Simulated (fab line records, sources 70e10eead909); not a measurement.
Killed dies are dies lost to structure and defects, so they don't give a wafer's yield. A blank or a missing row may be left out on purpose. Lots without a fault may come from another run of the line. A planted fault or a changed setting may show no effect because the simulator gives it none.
Chamber matching | flow nand_harc | NHARC_A_M0_DESCUM_14 on rie_diel-09: 4 sister chambers
The step chemistry O2, time 3 s. 14 wafers are shown with their chamber, then 7 later ones without.

WAFERS WITH THEIR CHAMBER
wafer  | chamber | showerhead_plenum_p_Torr (Torr) | drypump_motor_current_A (A) | oes_product_au (a.u.)
L105.2 | 0       | 2.01                            | 5.9                         | 1.002
L105.4 | 2       | 1.96                            | 6.1                         | 0.990
L105.5 | 3       | 1.89                            | 5.8                         | 1.007
L106.4 | 0       | 2.01                            | 5.9                         | 1.007
L106.5 | 2       | 1.96                            | 6.1                         | 0.999
L106.6 | 1       | 1.87                            | 5.3                         | 1.006
L107.2 | 2       | 1.96                            | 6.1                         | 1.002
L107.3 | 3       | 1.89                            | 5.8                         | 1.003
L107.6 | 3       | 1.89                            | 5.9                         | 1.003
L111.1 | 2       | 1.96                            | 6.1                         | 0.990
L111.4 | 0       | 2.01                            | 5.9                         | 0.997
L111.6 | 2       | 1.96                            | 6.1                         | 0.994
L119.1 | 0       | 2.01                            | 5.9                         | 0.989
L119.2 | 2       | 1.95                            | 6.1                         | 0.998

SIGNATURES (means of the wafers above)
reading                  | chamber 0 | chamber 1 | chamber 2 | chamber 3 | scatter within a chamber
showerhead_plenum_p_Torr | 2.0100    | 1.8700    | 1.9583    | 1.8900    | 0.00289
drypump_motor_current_A  | 5.900     | 5.300     | 6.100     | 5.833     | 0.0258
oes_product_au           | 0.99875   | 1.00600   | 0.99550   | 1.00433   | 0.00558
Rule: a wafer's distance from a chamber is the root of the sum, over the readings, of the square of ((its reading less the chamber's mean) divided by the reading's scatter). The wafer belongs to the nearest chamber; if the next one is less than 2 further off, it can't be placed. The scatter: the root of (the sum of the squares of (reading less its chamber's mean) over the shown wafers, divided by (wafers less chambers)).

WAFERS WITHOUT THEIR CHAMBER
wafer  | showerhead_plenum_p_Torr (Torr) | drypump_motor_current_A (A) | oes_product_au (a.u.)
L119.4 | 1.87                            | 5.3                         | 0.992
L122.2 | 1.87                            | 5.3                         | 1.000
L122.3 | 2.01                            | 5.9                         | 0.994
L122.5 | 2.01                            | 5.9                         | 0.991
L121.4 | 1.89                            | 5.8                         | 0.997
L121.5 | 2.01                            | 5.9                         | 1.002
L121.6 | 1.87                            | 5.3                         | 0.989

WHICH CHAMBER EACH WENT THROUGH
wafer  | from the rows above | in truth
L119.4 | 1                   | 1
L122.2 | 1                   | 1
L122.3 | 0                   | 0
L122.5 | 0                   | 0
L121.4 | 3                   | 3
L121.5 | 0                   | 0
L121.6 | 1                   | 1
Placed correctly: 7 of 7. Can't be placed from these rows: 0. Placed wrongly: 0.
